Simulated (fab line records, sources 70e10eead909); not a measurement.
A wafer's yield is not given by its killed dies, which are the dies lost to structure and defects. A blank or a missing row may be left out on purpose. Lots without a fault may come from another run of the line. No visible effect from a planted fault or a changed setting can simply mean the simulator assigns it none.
Chamber matching -- flow nandHarc -- NHARC_A_CHANNEL_HOLE_D1_DEP_01 on pecvd-01: 3 sister chambers
The step deposits SiON, target thk 140 nm. 3 wafers are shown with their chamber, then 7 later ones without.

== WAFERS PAIRED WITH THEIR CHAMBERS ==
wafer,chamber,heaterPowerW (W)
L088.2,2,584
L093.1,0,938
L093.2,1,638

== WAFERS MISSING THEIR CHAMBER ==
wafer,heaterPowerW (W)
L093.6,775
L097.2,902
L097.4,950
L097.6,942
L095.1,818
L095.3,832
L095.6,563

== CHAMBER TAKEN BY EACH ==
wafer,from the rows above,in truth
L093.6,can't be placed: 1 or 0 or 2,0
L097.2,0,0
L097.4,0,0
L097.6,0,0
L095.1,can't be placed: 0 or 1 or 2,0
L095.3,can't be placed: 0 or 1 or 2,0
L095.6,can't be placed: 2 or 1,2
Correctly placed: 3 of 7. Cannot be placed on the basis of these rows: 4; the candidates contain the true chamber in 4. 0 placed wrongly.
How it was worked out, from the rows above alone: a wafer's distance from a chamber is the root of the sum, over the readings, of the square of ((its reading less the chamber's mean) divided by the reading's scatter). If the next closest chamber is less than 2 further off than the closest, the wafer can't be placed; otherwise it belongs to the closest. The mean given for a chamber averages the wafers shown for that chamber. The scatter: with one shown wafer a chamber, the root of the mean of the squares of how far each hidden wafer lies from its nearest shown one.
